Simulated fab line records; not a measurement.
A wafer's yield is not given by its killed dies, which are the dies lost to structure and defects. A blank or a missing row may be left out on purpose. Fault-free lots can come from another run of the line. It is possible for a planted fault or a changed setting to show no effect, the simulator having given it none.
Code-filled problem report in 8D (eight disciplines) form ; flow n5_finfet ; the parts of the form that need people (team, actions taken, sign-off) are left out

1. THE PROBLEM
Mean of rf_fwd_power_W at N5_PASSIVATION_PASS_ETCH_74: 403.3 W across 6 wafers in 2 lots; on wafers with no fault it is 531.7 W (standard deviation 1.8). That puts it -71 standard deviations away from the usual mean.
The step: etches SiNx in CF4/O2, target depth 220 nm, time 110 s.
The first sign was on wafer L523.1 at day 18 05:59, on rie_diel-05. The record holds 18 wafers of 6 lots with a number at this step. The rule behind "out" and "out of limits": a value lying over 4 standard deviations away from the usual mean. Any other wafer with a number is counted as sound.

2. WHAT IT IS AND WHAT IT IS NOT
question;is;is not
which readings at this step;rf_fwd_power_W, rf_vpp_V;drypump_motor_current_A, oes_product_au, showerhead_plenum_p_Torr, throttle_valve_pct
which lots;L523, L527;L507, L509, L511, L529
which wafers of those lots;all that have a number;-
read on which tools;rie_diel-05;rie_diel-06
when;from day 18 05:59;"up to then (9 sound wafers); but 3 sound wafers of L529 came after"

3. WHAT RULES OUT EACH SUSPECT
Counting: a tool at a process step up to the reading stays a suspect if it ran every lot that is out and no sound lot after the first of them.
- rie_diel-05 at N5_PASSIVATION_DESCUM_12 (chemistry O2, time 7.9 s): kept. It ran every lot that is out, first L523 (day 18 05:56), and no sound lot after that; its last sound lot up to then is L511 (day 14 01:35).
- rie_diel-05 at N5_PASSIVATION_PASS_ETCH_74 (etches SiNx in CF4/O2, target depth 220 nm, time 110 s): kept. It ran every lot that is out, first L523 (day 18 05:59), and no sound lot after that; its last sound lot up to then is L511 (day 14 01:39). Its own readings are out on those wafers: rf_fwd_power_W, rf_vpp_V.
What counting leaves: rie_diel-05 at N5_PASSIVATION_DESCUM_12 and rie_diel-05 at N5_PASSIVATION_PASS_ETCH_74.

4. THE CAUSE (what the simulator had put in)
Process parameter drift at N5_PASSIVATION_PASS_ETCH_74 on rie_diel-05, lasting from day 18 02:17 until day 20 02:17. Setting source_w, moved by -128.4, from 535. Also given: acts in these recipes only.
After counting, 2 suspects remain, this tool included.

5. THE EFFECT CHAIN, in route order
Each row: a reading where the mean over the struck wafers with a number is more than 3 standard deviations away from the usual. Only readings for which the record gives a usual standard deviation are gone through. hours: the time from each lot's start at the first step in this table that gives one to its start at this step, as a median over the lots. sigmas: the change in usual standard deviations.
hours;step;reading;usual;on struck wafers;change;sigmas
0;N5_PASSIVATION_PASS_ETCH_74;rf_fwd_power_W;531.7 W;403.3;-128.4;-71
0;N5_PASSIVATION_PASS_ETCH_74;rf_vpp_V;241 V;282;+41;+9.3
It contains these process steps:
- N5_PASSIVATION_PASS_ETCH_74: etches SiNx in CF4/O2, target depth 220 nm, time 110 s.

6. HOW IT WOULD HAVE BEEN CAUGHT EARLIER
In this record the first reading out of limits was taken at day 18 05:59, 4 hours after the fault began at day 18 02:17.
